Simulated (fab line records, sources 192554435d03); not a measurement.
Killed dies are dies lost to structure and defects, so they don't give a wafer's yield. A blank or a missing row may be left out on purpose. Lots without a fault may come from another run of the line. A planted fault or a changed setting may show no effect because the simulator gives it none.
Problem report in the 8D (eight disciplines) form, filled by code | flow n5_finfet | the parts of the form that need people (team, actions taken, sign-off) are left out

1. THE PROBLEM
trench_depth_nm at N5_BEOL_M1_OCD_MEAS_38 reads a mean of 66.7 nm on 1 wafer of 1 lot; wafers without a fault read 55.0 nm with a standard deviation of 1. That is +12 standard deviations from the usual mean.
First seen on wafer L297.3, day 10 09:35, on ocd-01. The record holds 24 wafers of 8 lots with a number at this step. Rule for "out", or "out of limits": more than 4 standard deviations from the usual mean. The other wafers with a number count as sound.

2. WHAT IT IS AND WHAT IT IS NOT
question                    | is                | is not
which readings at this step | trench_depth_nm   | -
which lots                  | L297              | L281, L290, L291, L294, L295, L299, L303
which wafers of those lots  | L297.3            | L297.4, L297.5
read on which gauges        | ocd-01            | ocd-02
when                        | from day 10 09:35 | up to then (17 sound wafers); but 6 sound wafers of L299, L303 came after

3. SUSPECTS, AND WHAT RULES EACH OUT
Counting: a tool at a process step up to the reading stays a suspect if it ran every lot that is out. Sound lots after the first of them don't rule it out here, since some wafers of a struck lot are sound.
- the gauge at N5_BEOL_M1_OCD_MEAS_38: ruled out. All the wafers that are out were read on ocd-01, but those of them that N5_BEOL_M1_TRENCH_ETCH_37 has rows for are out there too, on other tools.
- rie_metal-01 at N5_BEOL_M1_HM_OPEN_17 (chemistry Cl2/BCl3, target TiN, target depth 20 nm, overetch 6 nm): kept. It ran the lot that is out, L297 (day 10 07:51); its last sound lot up to then is L295 (day 10 02:19).
- rie_diel-03 at N5_BEOL_M1_ETCH_77 (etches underlayer in N2/H2, target depth 6.5 nm, time 5.2 s): kept. It ran the lot that is out, L297 (day 10 08:59); its last sound lot up to then is L294 (day 9 21:17).
- rie_diel-02 at N5_BEOL_M1_TRENCH_ETCH_37 (etches SiOC in C4F6/O2, target depth 55.207 nm, time 29 s): kept. It ran the lot that is out, L297 (day 10 09:26); its last sound lot up to then is L291 (day 9 12:08). Its own readings are out on those wafers: oes_f_703_au, oes_o_777_au, rf_fwd_power_W, rf_vpp_V.
- Within rie_metal-01 at N5_BEOL_M1_HM_OPEN_17: the wafers that are out ran in chamber 0; their sound lot-mates ran in chamber 1.
- Within rie_diel-02 at N5_BEOL_M1_TRENCH_ETCH_37: the wafers that are out ran in chamber 0; their sound lot-mates ran in chambers 2, 3.
Left after counting: rie_metal-01 at N5_BEOL_M1_HM_OPEN_17, rie_diel-03 at N5_BEOL_M1_ETCH_77, rie_diel-02 at N5_BEOL_M1_TRENCH_ETCH_37.

4. THE CAUSE (what the simulator had put in)
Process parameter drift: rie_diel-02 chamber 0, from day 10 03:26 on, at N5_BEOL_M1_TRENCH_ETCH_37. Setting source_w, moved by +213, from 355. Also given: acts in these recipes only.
Counting left 3 suspects, and this tool is among them.

5. THE CHAIN OF EFFECTS, in route order
Each row: a reading whose mean over the struck wafers that have a number lies more than 3 standard deviations from the usual. Only readings for which the record gives a usual standard deviation are gone through. hours: the time from each lot's start at the first step in this table that gives one to its start at this step, as a median over the lots. sigmas: the change in usual standard deviations.
hours | step                      | reading         | usual     | on struck wafers | change | sigmas
0     | N5_BEOL_M1_TRENCH_ETCH_37 | oes_f_703_au    | 0.77 a.u. | 1.18             | +0.41  | +4.9
0     | N5_BEOL_M1_TRENCH_ETCH_37 | oes_o_777_au    | 0.77 a.u. | 1.14             | +0.37  | +4.5
0     | N5_BEOL_M1_TRENCH_ETCH_37 | rf_fwd_power_W  | 350.5 W   | 563.6            | +213.1 | +99 or more
0     | N5_BEOL_M1_TRENCH_ETCH_37 | rf_vpp_V        | 662 V     | 517              | -145   | -9.1
0     | N5_BEOL_M1_OCD_MEAS_38    | trench_depth_nm | 55.0 nm   | 66.7             | +11.7  | +12
The process steps in it:
- N5_BEOL_M1_TRENCH_ETCH_37: etches SiOC in C4F6/O2, target depth 55.207 nm, time 29 s.
Later measuring or inspecting steps at which every struck wafer that the step has a row for has a number for every such reading, and none has moved that far: N5_BEOL_M4_RC_MEAS_101.

6. WHAT WOULD HAVE CAUGHT IT SOONER
In this record the first reading out of limits at a measuring or inspecting step was taken at day 10 09:35, 6 hours after the fault began at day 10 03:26.
The tool's own readings at N5_BEOL_M1_TRENCH_ETCH_37 were out on every struck wafer that the step has a row for (oes_f_703_au, oes_o_777_au, rf_fwd_power_W, rf_vpp_V): an alarm limit on them would have fired on the first of those.
All the lots that are out (1) had begun N5_BEOL_M1_TRENCH_ETCH_37 on rie_diel-02 by day 10 09:35. A hold on the tool at that time would have spared none of them.
